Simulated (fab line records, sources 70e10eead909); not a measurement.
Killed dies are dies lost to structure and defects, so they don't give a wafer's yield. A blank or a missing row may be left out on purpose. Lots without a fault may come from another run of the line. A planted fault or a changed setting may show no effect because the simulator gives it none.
fab line records | flow nand_harc
record lots=24 wafers=72 last_day=29
route steps=1159 shown A_CHANNEL_FILL_D1@492 A_STAIRCASE@531
lots that met no fault: from a run of the same line without faults
start_h: hours from the record's first day to the start of the lot's first wafer shown | wait_h: hours since the lot's step before | " the same as in the row above | L1.1+2: a row that stands for several wafers | - no value, or no start given | * or withheld: withheld | < > ~ a bound
route shown NAME@n: a module of which the file shows steps, and the number in the route of the first | usual: mean/standard deviation of fault-free wafers | same: alike in all rows | chamber/n: place in a boat | sites: the reading at each site | _std_site: their standard deviation | _edge_site: outer sites' mean less inner sites' | radius_mm: how far each site lies from the wafer's centre | mask NAME#n: copy n | behind: the tool/chamber that last shaped the wafer | hold: why the lot was held/for how many hours/how that ended | device: the transistor (n, p or np) that didn't switch | end of line: the same wafers' tests at the end of the route | a step without rows: its recipe alone | killed: dies lost to structure and defects at the first sort, not the wafer's yield | map: a wafer's dies, x killed, . not, _ none there
set.NAME: the setting as run; set.NAME@STEP: as run at that earlier step | model.NAME: the simulator's own value behind a step, which no gauge read
steps of the route over a sample of lots; a table a step, a row a wafer
services: from which hour (start_h, from the record's first day; less than 0 if before it) a tool's chamber was out of use, for how many hours, and why
## steps
# step NHARC_A_CHANNEL_FILL_D1_ALD_02
# recipe target_thk_a=60 pulse_time_s=10 ald_cycles=60 temp_c=300 material=SiO2
# usual heater_power_outer_w=246/25 heater_power_w=448/37 precursor_pulse_height_rel=1.001/0.019
# same pulse_time_s=10
# columns lot.wafer tool chamber start_h wait_h heater_power_outer_w heater_power_w precursor_pulse_height_rel
L074.1 ald_hk-02 1 244.72 - 238 439 0.976
L074.6 " 1 " " 240 446 1.018
L074.5 " 2 " " 213 378 0.991
L077.4 ald_hk-02 1 248.35 - 237 445 1.007
L077.1 " 2 " " 211 373 1.013
L077.6 " 1 " " 235 444 0.970
L078.3 ald_hk-04 3 248.94 - 273 482 0.944
L078.1 " 1 " " 264 489 1.004
L078.6 " 2 " " 268 451 1.021
L075.1 ald_hk-01 1 254.55 - 228 445 1.041
L075.2 " 3 " " 244 408 0.987
L075.5 " 1 " " 225 438 0.983
L076.2 ald_hk-01 2 254.91 - 248 450 0.999
L076.1 " 3 " " 241 425 1.025
L076.6 " 3 " " 247 421 1.019
L081.2 ald_hk-01 2 259.11 - 250 469 1.025
L081.3 " 3 " " 248 422 1.008
L081.6 " 2 " " 250 453 1.008
L079.4 ald_hk-01 3 259.47 - 255 420 0.993
L079.5 " 3 " " 242 432 1.000
L079.6 " 0 " " 221 463 0.979
L080.4 ald_hk-02 1 262.49 - 238 448 1.015
L080.6 " 0 " " 284 481 0.997
L080.5 " 1 " " 240 450 0.983
L082.2 ald_hk-02 3 262.94 - 264 469 0.995
L082.1 " 0 " " 288 504 1.012
L082.5 " 3 " " 263 471 1.008
L083.3 ald_hk-04 0 266.67 - 197 373 0.985
L083.2 " 2 " " 265 474 0.987
L083.5 " 0 " " 198 371 0.988
L084.4 ald_hk-04 3 267.03 - 273 493 1.014
L084.2 " 2 " " 268 449 1.006
L084.5 " 0 " " 193 368 0.984
L087.2 ald_hk-04 1 270.85 - 266 491 1.019
L087.1 " 2 " " 261 458 1.006
L087.6 " 1 " " 267 487 1.043
L085.2 ald_hk-01 2 271.32 - 241 462 0.981
L085.1 " 3 " " 244 428 0.967
L085.6 " 1 " " 233 444 0.993
L088.4 ald_hk-02 3 276.55 - 263 460 1.018
L088.1 " 0 " " 296 503 1.016
L088.2 " 2 " " 216 380 0.997
L086.3 ald_hk-04 0 276.60 - 201 369 0.998
L086.1 " 2 " " 259 454 1.027
L086.5 " 3 " " 267 485 0.988
L089.2 ald_hk-01 3 279.18 - 249 432 0.979
L089.4 " 1 " " 227 455 1.030
L089.5 " 2 " " 243 461 0.997
L092.1 ald_hk-02 2 279.76 - 217 379 1.025
L092.2 " 3 " " 266 476 1.007
L092.6 " 0 " " 293 494 1.026
L090.2 ald_hk-01 3 283.44 - 242 419 0.993
L090.1 " 0 " " 233 464 0.985
L090.6 " 1 " " 231 459 0.985
L091.4 ald_hk-01 0 284.09 - 222 446 0.979
L091.5 " 2 " " 247 466 0.972
L091.6 " 3 " " 245 424 0.978
L093.1 ald_hk-01 0 291.86 - 223 457 0.994
L093.2 " 1 " " 232 435 1.001
L093.6 " 2 " " 247 465 1.024
L094.1 ald_hk-01 2 296.31 - 246 466 0.989
L094.3 " 0 " " 220 454 1.035
L094.6 " 2 " " 240 479 1.028
L095.4 ald_hk-04 0 297.30 - 195 380 0.985
L095.2 " 1 " " 264 496 1.004
L095.5 " 2 " " 268 449 1.005
L096.1 ald_hk-04 1 313.96 - 264 500 0.984
L096.4 " 0 " " 199 366 1.009
L096.5 " 1 " " 263 509 1.048
L097.2 ald_hk-02 0 319.73 - 288 477 0.997
L097.1 " 1 " " 229 424 0.957
L097.6 " 3 " " 266 467 0.987
# step NHARC_A_CHANNEL_FILL_D1_THK_MEAS_06
# recipe thk_meas_gauge=ellipsometry
# usual thk_nm=4.9/1
# columns lot.wafer tool chamber start_h wait_h thk_nm
L078.1 film_metro-01 - 283.71 0.4 4.7
L078.3 " - " " 5.1
L078.6 " - " " 6.1
L077.1 film_metro-02 - 283.71 0.4 5.1
L077.4 " - " " 5.5
L077.6 " - " " 6.2
L074.1 film_metro-01 - 283.72 0.4 4.7
L074.5 " - " " 4.3
L074.6 " - " " 4.4
L075.1 film_metro-01 - 290.56 0.4 5.1
L075.2 " - " " 5.0
L075.5 " - " " 5.8
L076.1 film_metro-02 - 290.56 0.4 5.2
L076.2 " - " " 6.7
L076.6 " - " " 7.0
L082.1 film_metro-01 - 297.22 0.4 5.0
L082.2 " - " " 4.2
L082.5 " - " " 6.5
L079.4 film_metro-02 - 297.22 0.4 3.4
L079.5 " - " " 4.4
L079.6 " - " " 5.8
L081.2 film_metro-02 - 297.22 0.4 5.1
L081.3 " - " " 6.1
L081.6 " - " " 6.3
L080.4 film_metro-01 - 297.23 0.4 4.5
L080.5 " - " " 3.8
L080.6 " - " " 4.9
L083.2 film_metro-02 - 303.11 0.4 4.5
L083.3 " - " " 3.6
L083.5 " - " " 3.8
L084.2 film_metro-02 - 303.11 0.4 3.4
L084.4 " - " " 5.7
L084.5 " - " " 5.7
L087.1 film_metro-02 - 306.88 0.4 6.0
L087.2 " - " " 4.6
L087.6 " - " " 3.3
L085.1 film_metro-02 - 306.89 0.4 3.5
L085.2 " - " " 2.8
L085.6 " - " " 5.7
L088.1 film_metro-02 - 315.92 0.4 5.5
L088.2 " - " " 3.7
L088.4 " - " " 4.8
L089.2 film_metro-02 - 315.93 0.4 3.9
L089.4 " - " " 5.6
L089.5 " - " " 6.3
L086.1 film_metro-02 - 315.93 0.4 5.2
L086.3 " - " " 4.7
L086.5 " - " " 3.1
L090.1 film_metro-01 - 319.52 0.4 6.2
L090.2 " - " " 5.1
L090.6 " - " " 3.9
L091.4 film_metro-02 - 319.52 0.4 4.7
L091.5 " - " " 5.8
L091.6 " - " " 2.6
L092.1 film_metro-01 - 319.54 0.4 6.5
L092.2 " - " " 5.3
L092.6 " - " " 5.6
L093.1 film_metro-02 - 330.04 0.4 5.5
L093.2 " - " " 5.6
L093.6 " - " " 5.2
L094.1 film_metro-02 - 333.79 0.4 4.9
L094.3 " - " " 5.2
L094.6 " - " " 4.7
L095.2 film_metro-01 - 333.79 0.4 4.4
L095.4 " - " " 4.4
L095.5 " - " " 3.6
L096.1 film_metro-02 - 351.99 0.4 6.1
L096.4 " - " " 6.3
L096.5 " - " " 6.5
L097.1 film_metro-01 - 355.61 0.4 5.7
L097.2 " - " " 5.7
L097.6 " - " " 5.3
# step NHARC_A_STAIRCASE_ETCH_169
# recipe target_depth_a=500 time_s=107.1 ion_energy_ev=120 ch3f_flow_sccm=50 o2_flow_sccm=30 ar_flow_sccm=200 rf_w=500 bias_w=100 chemistry=CH3F/O2
# usual drypump_motor_current_A=5.8/0.49 oes_product_au=0.938/0.017 rf_vpp_V=244.8/1.8 showerhead_plenum_p_Torr=2.50/0.11 throttle_valve_pct=20.663/0.0087
# columns lot.wafer tool chamber start_h wait_h drypump_motor_current_A oes_product_au rf_hours_counter_h rf_vpp_V showerhead_plenum_p_Torr throttle_valve_pct
L078.3 rie_diel-11 1 297.10 0.1 5.8 0.953 17 245.0 2.54 20.667
L078.1 " 2 " " 5.9 0.931 24 242.9 2.31 20.655
L078.6 " 0 " " 6.1 0.945 - 247.1 2.65 20.661
L077.4 rie_diel-11 0 297.37 0.1 6.0 0.957 25 246.1 2.65 20.661
L077.1 " 1 " " 5.8 0.973 18 245.1 2.54 20.661
L077.6 " 3 " " 5.3 0.945 - 246.1 2.51 20.661
L074.1 rie_diel-04 0 300.73 0.2 6.4 0.970 1 242.4 2.37 20.659
L074.5 " 1 " " 5.4 0.952 - 245.3 2.51 20.657
L074.6 " 0 " " 6.4 0.954 - 243.8 2.37 20.658
L075.2 rie_diel-05 0 304.89 0.3 5.2 0.944 31 244.9 2.48 20.654
L075.1 " 2 " " 6.5 0.934 34 245.3 2.56 20.674
L075.5 " 3 " " 5.5 0.935 - 243.4 2.36 20.651
L076.1 rie_diel-04 2 304.93 0.1 6.4 0.961 1 244.1 2.50 20.660
L076.2 " 0 " " 6.4 0.948 4 241.6 2.37 20.661
L076.6 " 2 " " 6.5 0.955 - 243.8 2.50 20.661
L080.4 rie_diel-04 0 310.32 0.1 6.4 0.972 6 242.1 2.37 20.655
L080.5 " 2 " " 6.4 0.945 - 244.2 2.50 20.680
L080.6 " 3 " " 5.1 0.928 - 247.1 2.64 20.665
L079.4 rie_diel-11 3 310.66 0.1 5.3 0.929 - 245.5 2.51 20.665
L079.5 " 0 " " 6.1 0.926 - 247.4 2.65 20.669
L079.6 " 2 " " 5.9 0.904 - 240.9 2.31 20.656
L082.1 rie_diel-04 2 310.78 0.1 6.4 0.947 4 246.0 2.50 20.663
L082.2 " 0 " " 6.4 0.964 7 243.0 2.37 20.668
L082.5 " 2 " " 6.4 0.944 - 244.9 2.50 20.668
L081.2 rie_diel-11 3 314.30 0.2 5.3 0.921 33 244.4 2.51 20.642
L081.3 " 0 " " 6.0 0.937 - 249.2 2.65 20.653
L081.6 " 3 " " 5.3 0.917 - 245.9 2.51 20.676
L084.2 rie_diel-11 0 314.87 0.7 6.0 0.931 34 247.9 2.65 20.673
L084.4 " 3 " " 5.3 0.918 - 243.8 2.51 20.668
L084.5 " 3 " " 5.3 0.921 - 245.2 2.51 20.671
L083.3 rie_diel-04 1 316.44 0.1 5.4 0.957 10 245.9 2.50 20.652
L083.2 " 2 " " 6.4 0.961 7 243.1 2.50 20.664
L083.5 " 2 " " 6.4 0.958 - 243.5 2.49 20.677
L085.2 rie_diel-11 1 320.06 0.1 5.8 0.972 24 244.6 2.54 20.669
L085.1 " 0 " " 6.0 0.975 37 248.2 2.64 20.673
L085.6 " 1 " " 5.8 0.965 - 243.6 2.54 20.662
L087.2 rie_diel-11 1 320.45 0.2 5.8 0.929 24 245.2 2.54 20.670
L087.1 " 3 " " 5.3 0.916 38 244.9 2.51 20.678
L087.6 " 1 " " 5.8 0.948 - 245.0 2.54 20.641
L088.2 rie_diel-04 0 329.04 0.1 6.4 0.957 18 243.6 2.37 20.654
L088.4 " 2 " " 6.5 0.954 14 245.5 2.49 20.651
L088.1 " 3 " " 5.1 0.940 17 246.3 2.64 20.664
L086.3 rie_diel-04 0 329.23 0.2 6.4 0.952 18 243.4 2.37 20.662
L086.1 " 2 " " 6.4 0.957 14 245.7 2.49 20.646
L086.5 " 0 " " 6.4 0.946 - 241.9 2.37 20.654
L089.2 rie_diel-11 0 329.32 0.2 6.1 0.931 43 246.5 2.64 20.664
L089.4 " 1 " " 5.8 0.933 30 243.9 2.54 20.664
L089.5 " 3 " " 5.3 0.921 - 244.9 2.50 20.670
L091.4 rie_diel-05 0 332.73 0.2 5.3 0.917 45 245.2 2.47 20.661
L091.6 " 1 " " 6.1 0.932 - 243.9 2.41 20.670
L091.5 " 2 " " 6.4 0.907 - 246.9 2.55 20.654
L090.1 rie_diel-04 2 332.91 0.1 6.4 0.952 17 245.2 2.49 20.656
L090.2 " 1 " " 5.4 0.947 20 244.0 2.50 20.664
L090.6 " 2 " " 6.4 0.945 - 245.9 2.49 20.648
L092.2 rie_diel-04 2 333.09 0.1 6.4 0.945 17 245.4 2.49 20.648
L092.1 " 3 " " 5.1 0.928 21 246.6 2.63 20.665
L092.6 " 3 " " 5.1 0.928 - 246.9 2.63 20.661
L093.1 rie_diel-04 2 344.35 0.6 6.5 0.934 24 244.4 2.49 20.655
L093.2 " 3 " " 5.1 0.941 28 246.4 2.63 20.659
L093.6 " 1 " " 5.4 0.945 - 246.2 2.50 20.666
L095.2 rie_diel-11 3 348.17 0.8 5.3 0.922 56 244.2 2.50 20.677
L095.4 " 0 " " 6.1 0.924 57 246.7 2.64 20.661
L095.5 " 3 " " 5.3 0.918 - 245.1 2.50 20.679
L094.1 rie_diel-11 0 348.32 0.8 6.0 0.921 57 247.6 2.64 20.671
L094.3 " 1 " " 5.8 0.931 44 244.5 2.53 20.668
L094.6 " 2 " " 5.9 0.905 - 242.5 2.30 20.654
L096.1 rie_diel-04 0 365.17 0.2 6.4 0.939 41 242.5 2.36 20.662
L096.4 " 2 " " 6.4 0.948 34 244.1 2.48 20.661
L096.5 " 0 " " 6.4 0.938 - 241.5 2.36 20.654
L097.2 rie_diel-05 3 372.90 0.2 5.5 0.937 10 242.2 2.35 20.643
L097.1 " 2 " " 6.5 0.966 8 247.1 2.55 20.655
L097.6 " 0 " " 5.2 0.924 - 243.0 2.46 20.658
# step NHARC_A_STAIRCASE_TRIM_14
# recipe time_s=211.2 o2_flow_sccm=500 ar_flow_sccm=0 bias_w=0 chemistry=O2
# usual drypump_motor_current_A=5.8/0.44 oes_product_au=0.999/0.0099 rf_vpp_V=57.8/0.93 showerhead_plenum_p_Torr=3.57/0.15 throttle_valve_pct=17.037/0.0088
# columns lot.wafer tool chamber start_h wait_h drypump_motor_current_A oes_product_au rf_hours_counter_h rf_vpp_V showerhead_plenum_p_Torr throttle_valve_pct
L078.3 rie_diel-11 3 - - 5.3 0.989 25 57.1 3.60 17.035
L078.1 " 1 " " 5.8 1.002 18 58.8 3.65 17.041
L078.6 " 2 " " 5.9 0.986 - 57.6 3.32 17.045
L077.1 rie_diel-04 3 - - 5.1 1.005 1 57.6 3.78 17.029
L077.6 " 3 " " 5.1 0.987 - 59.4 3.78 17.031
L077.4 " 0 " " 6.4 1.020 - 57.7 3.41 17.036
L074.1 rie_diel-11 0 - - 6.1 1.002 26 58.0 3.79 17.028
L074.6 " 3 " " 5.3 0.995 - 57.9 3.60 17.022
L074.5 " 0 " " 6.1 1.006 - 59.4 3.79 17.044
L076.2 rie_diel-11 3 - - 5.3 0.983 29 57.3 3.60 17.032
L076.1 " 0 " " 6.1 1.009 29 57.9 3.79 17.038
L076.6 " 2 " " 5.9 0.991 - 56.7 3.32 17.033
L075.1 rie_diel-11 3 - - 5.3 0.993 29 58.4 3.60 17.034
L075.2 " 1 " " 5.8 0.999 22 58.4 3.64 17.031
L075.5 " 3 " " 5.3 0.992 - 56.9 3.60 17.035
L080.4 rie_diel-05 2 - - 6.5 1.005 37 59.2 3.67 17.031
L080.6 " 2 " " 6.5 0.998 - 58.5 3.67 17.042
L080.5 " 3 " " 5.5 1.002 - 57.4 3.40 17.046
L079.4 rie_diel-04 2 - - 6.4 1.009 5 59.6 3.58 17.048
L079.5 " 3 " " 5.1 0.994 - 60.2 3.78 17.017
L079.6 " 0 " " 6.4 1.005 - 57.3 3.41 17.037
L082.1 rie_diel-11 3 - - 5.3 0.984 33 57.8 3.60 17.044
L082.2 " 0 " " 6.1 1.010 33 59.0 3.79 17.045
L082.5 " 0 " " 6.1 1.002 - 57.7 3.79 17.044
L081.2 rie_diel-04 3 - - 5.1 0.982 10 57.7 3.78 17.051
L081.3 " 1 " " 5.4 0.996 10 56.6 3.59 17.035
L081.6 " 3 " " 5.1 0.992 - 58.8 3.78 17.034
L084.2 rie_diel-11 1 - - 5.8 1.010 22 57.0 3.64 17.039
L084.4 " 2 " " 5.9 0.989 31 57.9 3.32 17.036
L084.5 " 0 " " 6.1 1.007 - 57.8 3.79 17.017
L083.2 rie_diel-11 0 - - 6.1 1.007 36 59.0 3.79 17.024
L083.3 " 1 " " 5.8 1.003 24 59.0 3.64 17.027
L083.5 " 3 " " 5.3 0.993 - 57.6 3.59 17.043
L085.2 rie_diel-11 2 - - 5.9 0.979 34 55.3 3.32 17.041
L085.1 " 3 " " 5.4 1.000 38 57.4 3.59 17.030
L085.6 " 3 " " 5.4 1.001 - 57.5 3.59 17.031
L087.1 rie_diel-05 0 - - 5.3 1.000 40 57.8 3.55 17.039
L087.2 " 1 " " 6.1 1.011 41 58.1 3.47 17.040
L087.6 " 3 " " 5.5 1.004 - 57.8 3.39 17.045
L086.1 rie_diel-04 3 - - 5.1 0.993 20 57.8 3.77 17.034
L086.3 " 1 " " 5.4 1.010 19 57.0 3.58 17.035
L086.5 " 0 " " 6.5 1.000 - 57.3 3.40 17.034
L088.4 rie_diel-11 1 - - 5.8 1.007 32 57.3 3.64 17.030
L088.1 " 2 " " 5.9 0.979 40 57.8 3.31 17.045
L088.2 " 0 " " 6.1 1.010 46 59.7 3.78 17.028
L089.2 rie_diel-05 0 - - 5.3 1.008 45 57.4 3.54 17.032
L089.4 " 1 " " 6.1 1.023 45 58.0 3.46 17.037
L089.5 " 3 " " 5.5 1.008 - 57.4 3.39 17.055
L091.4 rie_diel-11 2 - - 5.9 0.976 42 57.7 3.31 17.026
L091.6 " 0 " " 6.1 0.992 - 58.9 3.78 17.028
L091.5 " 1 " " 5.8 1.006 - 58.9 3.64 17.035
L090.1 rie_diel-11 1 - - 5.9 1.014 35 57.4 3.64 17.048
L090.2 " 2 " " 5.9 0.981 43 56.8 3.31 17.048
L090.6 " 1 " " 5.8 1.007 - 58.5 3.64 17.045
L092.2 rie_diel-04 1 - - 5.4 0.990 22 55.8 3.58 17.036
L092.1 " 3 " " 5.1 0.979 22 58.7 3.77 17.013
L092.6 " 2 " " 6.5 0.999 - 57.7 3.57 17.039
L093.1 rie_diel-11 1 - - 5.8 1.012 44 58.4 3.63 17.025
L093.2 " 3 " " 5.3 0.993 56 58.4 3.58 17.042
L093.6 " 0 " " 6.0 1.014 - 56.4 3.77 17.026
L095.4 rie_diel-04 2 - - 6.4 1.005 28 55.4 3.57 17.037
L095.2 " 0 " " 6.4 0.998 34 57.9 3.39 17.023
L095.5 " 2 " " 6.5 1.001 - 57.5 3.57 17.030
L094.1 rie_diel-04 0 - - 6.4 1.009 34 57.2 3.39 17.045
L094.3 " 2 " " 6.4 1.005 29 59.1 3.57 17.038
L094.6 " 0 " " 6.4 1.007 - 56.7 3.39 17.038
L096.1 rie_diel-05 0 - - 5.3 1.001 10 58.8 3.53 17.031
L096.4 " 2 " " 6.5 1.000 7 57.2 3.65 17.050
L096.5 " 3 " " 5.6 0.999 - 58.2 3.38 17.031
L097.1 rie_diel-05 3 - - 5.5 0.999 12 58.3 3.38 17.045
L097.2 " 0 " " 5.3 0.998 14 57.0 3.53 17.027
L097.6 " 0 " " 5.3 0.991 - 57.3 3.53 17.034
# step NHARC_A_STAIRCASE_TRIM_16
# recipe time_s=211.2 o2_flow_sccm=500 ar_flow_sccm=0 bias_w=0 chemistry=O2
# usual drypump_motor_current_A=5.8/0.45 oes_product_au=0.999/0.0092 rf_vpp_V=58.0/0.94 showerhead_plenum_p_Torr=3.58/0.15 throttle_valve_pct=17.035/0.0096
# columns lot.wafer tool chamber start_h wait_h drypump_motor_current_A oes_product_au rf_hours_counter_h rf_vpp_V showerhead_plenum_p_Torr throttle_valve_pct
L078.1 rie_diel-11 3 - - 5.3 0.993 25 59.6 3.60 17.043
L078.3 " 1 " " 5.8 1.020 18 57.8 3.65 17.033
L078.6 " 0 " " 6.1 1.004 - 58.8 3.79 17.021
L077.1 rie_diel-04 3 - - 5.1 0.993 1 59.3 3.78 17.053
L077.4 " 3 " " 5.1 0.986 - 60.0 3.78 17.034
L077.6 " 1 " " 5.4 1.004 - 57.8 3.60 17.025
L074.1 rie_diel-11 2 - - 5.9 0.981 26 57.8 3.32 17.047
L074.5 " 3 " " 5.3 0.996 - 58.3 3.60 17.018
L074.6 " 0 " " 6.1 1.003 - 59.2 3.79 17.036
L076.2 rie_diel-11 3 - - 5.3 1.001 29 56.9 3.60 17.038
L076.1 " 0 " " 6.1 1.010 29 58.7 3.79 17.022
L076.6 " 2 " " 5.9 0.988 - 58.2 3.32 17.026
L075.1 rie_diel-11 2 - - 5.9 0.984 28 58.2 3.32 17.049
L075.2 " 3 " " 5.3 0.989 29 58.2 3.60 17.039
L075.5 " 2 " " 5.9 0.982 - 58.4 3.32 17.038
L080.4 rie_diel-05 0 - - 5.3 1.000 34 57.4 3.55 17.018
L080.6 " 1 " " 6.1 1.013 - 57.3 3.47 17.040
L080.5 " 2 " " 6.5 1.002 - 58.0 3.67 17.039
L079.4 rie_diel-04 2 - - 6.4 0.996 5 57.5 3.58 17.031
L079.5 " 1 " " 5.4 1.010 - 58.1 3.59 17.024
L079.6 " 2 " " 6.4 0.998 - 58.2 3.58 17.029
L082.1 rie_diel-11 0 - - 6.0 1.013 33 60.0 3.79 17.049
L082.2 " 3 " " 5.3 1.003 33 56.8 3.60 17.033
L082.5 " 3 " " 5.3 0.986 - 56.7 3.60 17.034
L081.3 rie_diel-04 3 - - 5.1 0.995 10 59.0 3.78 17.026
L081.2 " 0 " " 6.4 1.015 11 57.8 3.40 17.038
L081.6 " 0 " " 6.5 1.005 - 56.6 3.41 17.043
L084.2 rie_diel-11 3 - - 5.3 1.009 36 57.1 3.59 17.028
L084.4 " 0 " " 6.1 1.009 35 57.1 3.79 17.033
L084.5 " 0 " " 6.1 1.004 - 59.0 3.79 17.052
L083.3 rie_diel-11 3 - - 5.3 0.994 37 58.3 3.59 17.038
L083.2 " 1 " " 5.8 1.005 24 56.5 3.64 17.027
L083.5 " 3 " " 5.3 0.998 - 60.0 3.59 17.028
L085.1 rie_diel-11 1 - - 5.8 1.010 25 59.1 3.64 17.039
L085.2 " 3 " " 5.3 0.984 39 57.7 3.59 17.025
L085.6 " 1 " " 5.8 1.009 - 58.1 3.64 17.041
L087.1 rie_diel-05 1 - - 6.1 1.007 41 57.0 3.46 17.032
L087.2 " 2 " " 6.5 0.994 44 57.0 3.66 17.039
L087.6 " 2 " " 6.5 0.993 - 58.3 3.66 17.027
L086.1 rie_diel-04 1 - - 5.4 0.993 20 59.2 3.58 17.044
L086.3 " 2 " " 6.4 0.994 16 57.7 3.57 17.037
L086.5 " 1 " " 5.4 0.989 - 59.2 3.58 17.026
L089.2 rie_diel-05 1 - - 6.1 1.017 45 57.9 3.46 17.038
L089.4 " 2 " " 6.5 1.009 49 59.7 3.66 17.031
L089.5 " 3 " " 5.5 1.015 - 57.1 3.39 17.038
L088.1 rie_diel-11 1 - - 5.8 1.013 33 58.0 3.64 17.015
L088.2 " 2 " " 5.9 0.988 41 57.5 3.31 17.025
L088.4 " 0 " " 6.1 1.009 46 59.5 3.78 17.018
L091.4 rie_diel-11 3 - - 5.3 0.997 47 56.6 3.59 17.039
L091.5 " 3 " " 5.3 0.998 - 57.3 3.59 17.020
L091.6 " 0 " " 6.1 1.003 - 57.6 3.78 17.034
L090.2 rie_diel-11 2 - - 5.9 0.978 43 57.7 3.31 17.041
L090.1 " 3 " " 5.3 0.987 48 57.5 3.59 17.040
L090.6 " 1 " " 5.9 1.007 - 58.2 3.64 17.035
L092.2 rie_diel-04 0 - - 6.4 1.009 24 56.1 3.40 17.059
L092.1 " 1 " " 5.4 1.006 22 58.1 3.58 17.045
L092.6 " 3 " " 5.1 0.995 - 58.3 3.77 17.025
L093.1 rie_diel-11 0 - - 6.1 1.008 58 58.2 3.77 17.046
L093.2 " 1 " " 5.8 0.997 45 58.1 3.63 17.036
L093.6 " 2 " " 5.9 0.979 - 57.5 3.31 17.042
L095.4 rie_diel-04 2 - - 6.5 1.004 29 56.9 3.57 17.034
L095.2 " 3 " " 5.1 0.992 32 56.8 3.76 17.021
L095.5 " 2 " " 6.4 1.004 - 55.6 3.57 17.026
L094.3 rie_diel-04 0 - - 6.4 1.001 34 57.3 3.39 17.027
L094.1 " 2 " " 6.4 1.000 29 57.2 3.57 17.050
L094.6 " 3 " " 5.1 0.997 - 58.8 3.76 17.040
L096.1 rie_diel-05 1 - - 6.1 0.999 8 58.5 3.45 17.049
L096.4 " 0 " " 5.3 0.995 11 57.6 3.53 17.032
L096.5 " 2 " " 6.5 1.000 - 57.8 3.65 17.022
L097.2 rie_diel-05 1 - - 6.1 1.009 12 58.5 3.45 17.039
L097.1 " 3 " " 5.5 0.999 12 56.9 3.38 17.024
L097.6 " 1 " " 6.1 0.996 - 59.0 3.45 17.030
# step NHARC_A_STAIRCASE_ETCH_223
# recipe target_depth_a=1000 time_s=40.5 ion_energy_ev=400 c4f8_flow_sccm=20 o2_flow_sccm=10 ar_flow_sccm=withheld rf_w=600 bias_w=1000 chemistry=C4F8/O2
# usual oes_product_au=0.939/0.013 rf_vpp_V=897/5.4
# columns lot.wafer tool chamber start_h wait_h oes_product_au rf_hours_counter_h rf_vpp_V
L078.1 rie_diel-04 3 - - 0.944 5 906
L078.3 " 2 " " 0.951 2 899
L078.6 " 3 " " 0.934 - 906
L077.1 rie_diel-11 3 - - 0.938 30 899
L077.4 " 3 " " 0.938 - 900
L077.6 " 0 " " 0.943 - 906
L074.1 rie_diel-04 2 - - 0.940 4 897
L074.6 " 0 " " 0.938 - 892
L074.5 " 1 " " 0.941 - 899
L076.1 rie_diel-11 2 - - 0.918 31 887
L076.2 " 0 " " 0.949 35 906
L076.6 " 2 " " 0.923 - 889
L075.2 rie_diel-05 0 - - 0.933 37 896
L075.1 " 2 " " 0.920 41 901
L075.5 " 3 " " 0.937 - 892
L080.4 rie_diel-04 2 - - 0.940 11 897
L080.5 " 2 " " 0.942 - 897
L080.6 " 3 " " 0.942 - 905
L082.2 rie_diel-11 1 - - 0.952 26 900
L082.1 " 2 " " 0.938 35 888
L082.5 " 3 " " 0.931 - 899
L079.4 rie_diel-05 3 - - 0.935 44 890
L079.5 " 2 " " 0.927 - 900
L079.6 " 3 " " 0.942 - 892
L084.4 rie_diel-11 1 - - 0.938 28 900
L084.2 " 2 " " 0.918 37 888
L084.5 " 1 " " 0.945 - 900
L081.2 rie_diel-04 1 - - 0.929 17 899
L081.3 " 2 " " 0.929 14 898
L081.6 " 2 " " 0.937 - 897
L083.2 rie_diel-05 0 - - 0.937 43 897
L083.3 " 1 " " 0.944 43 895
L083.5 " 3 " " 0.946 - 890
L087.2 rie_diel-05 2 - - 0.929 50 901
L087.1 " 0 " " 0.933 46 896
L087.6 " 2 " " 0.928 - 902
L085.2 rie_diel-05 3 - - 0.944 49 890
L085.1 " 0 " " 0.932 46 895
L085.6 " 1 " " 0.947 - 892
L088.1 rie_diel-04 0 - - 0.937 28 890
L088.2 " 2 " " 0.932 23 898
L088.4 " 3 " " 0.921 26 904
L089.4 rie_diel-11 1 - - 0.934 41 901
L089.2 " 3 " " 0.922 52 898
L089.5 " 1 " " 0.914 - 898
L086.3 rie_diel-11 0 - - 0.929 54 905
L086.1 " 1 " " 0.922 41 901
L086.5 " 1 " " 0.922 - 900
L090.2 rie_diel-11 3 - - 0.936 58 898
L090.1 " 2 " " 0.926 54 887
L090.6 " 3 " " 0.944 - 897
L091.4 rie_diel-05 3 - - 0.940 1 889
L091.6 " 1 " " 0.943 - 894
L091.5 " 2 " " 0.945 - 899
L092.2 rie_diel-04 2 - - 0.936 30 897
L092.1 " 3 " " 0.945 33 905
L092.6 " 2 " " 0.936 - 897
L093.2 rie_diel-04 2 - - 0.950 32 895
L093.1 " 3 " " 0.950 37 904
L093.6 " 1 " " 0.953 - 898
L095.2 rie_diel-11 2 - - 0.927 57 887
L095.5 " 1 " " 0.955 - 900
L095.4 " 2 " " 0.917 - 888
L094.1 rie_diel-04 0 - - 0.957 38 891
L094.3 " 1 " " 0.962 37 897
L094.6 " 0 " " 0.954 - 892
L096.1 rie_diel-04 0 - - 0.966 50 891
L096.4 " 3 " " 0.946 49 903
L096.5 " 0 " " 0.963 - 889
L097.2 rie_diel-11 1 - - 0.942 2 900
L097.1 " 3 " " 0.925 2 899
L097.6 " 1 " " 0.942 - 900
## services
# columns tool chamber start_h hours kind
rie_diel-04 2 221.36 3.4 repair
rie_diel-11 0 223.01 - clean
rie_diel-11 1 223.01 - clean
rie_diel-11 2 223.01 - clean
rie_diel-11 3 223.01 - clean
ald_hk-01 - 231.12 10.0 pm
rie_diel-11 0 247.51 - clean
rie_diel-11 1 247.51 - clean
rie_diel-11 2 247.51 - clean
rie_diel-11 3 247.51 - clean
rie_diel-11 1 247.87 8.7 repair
ald_hk-02 - 252.96 2.7 repair
rie_diel-05 - 262.28 3.0 repair
rie_diel-11 0 272.01 - clean
rie_diel-11 1 272.01 - clean
ald_hk-02 - 280.37 10.0 pm
rie_diel-04 - 289.00 9.0 pm
rie_diel-05 1 303.01 3.9 repair
rie_diel-11 1 307.64 8.5 repair
ald_hk-04 - 325.13 0.6 repair
rie_diel-05 - 341.18 9.0 pm
ald_hk-02 - 363.84 1.1 repair
ald_hk-04 - 365.48 10.0 pm
rie_diel-11 - 367.63 9.0 pm
## key
fault none
